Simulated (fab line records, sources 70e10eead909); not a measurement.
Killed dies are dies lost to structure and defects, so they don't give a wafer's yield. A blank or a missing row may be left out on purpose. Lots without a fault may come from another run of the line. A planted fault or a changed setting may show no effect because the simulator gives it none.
Chamber matching | flow nand_harc | NHARC_P_M1_DEP_33 on pecvd-01: 3 sister chambers
The step deposits SiCN, target thk 30 nm. 3 wafers are shown with their chamber, then 9 later ones without.

WAFERS WITH THEIR CHAMBER
wafer  | chamber | heater_power_outer_w (W)
L090.2 | 1       | 356
L090.5 | 2       | 296
L090.6 | 0       | 288

WAFERS WITHOUT THEIR CHAMBER
wafer  | heater_power_outer_w (W)
L092.1 | 287
L092.3 | 346
L092.4 | 358
L091.2 | 360
L091.3 | 319
L091.6 | 359
L096.2 | 340
L096.3 | 360
L096.6 | 359

WHICH CHAMBER EACH WENT THROUGH
wafer  | from the rows above          | in truth
L092.1 | can't be placed: 0 or 2      | 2
L092.3 | 1                            | 1
L092.4 | 1                            | 1
L091.2 | 1                            | 1
L091.3 | can't be placed: 2 or 0 or 1 | 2
L091.6 | 1                            | 1
L096.2 | 1                            | 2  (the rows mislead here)
L096.3 | 1                            | 1
L096.6 | 1                            | 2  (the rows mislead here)
Placed correctly: 5 of 9. Can't be placed from these rows: 2 (the true chamber is among the candidates in 2). Placed wrongly: 2.
How it was worked out, from the rows above alone: a wafer's distance from a chamber is the root of the sum, over the readings, of the square of ((its reading less the chamber's mean) divided by the reading's scatter). The wafer belongs to the nearest chamber; if the next one is less than 2 further off, it can't be placed. A chamber's mean is the mean of its shown wafers. The scatter: with one shown wafer a chamber, the root of the mean of the squares of how far each hidden wafer lies from its nearest shown one.
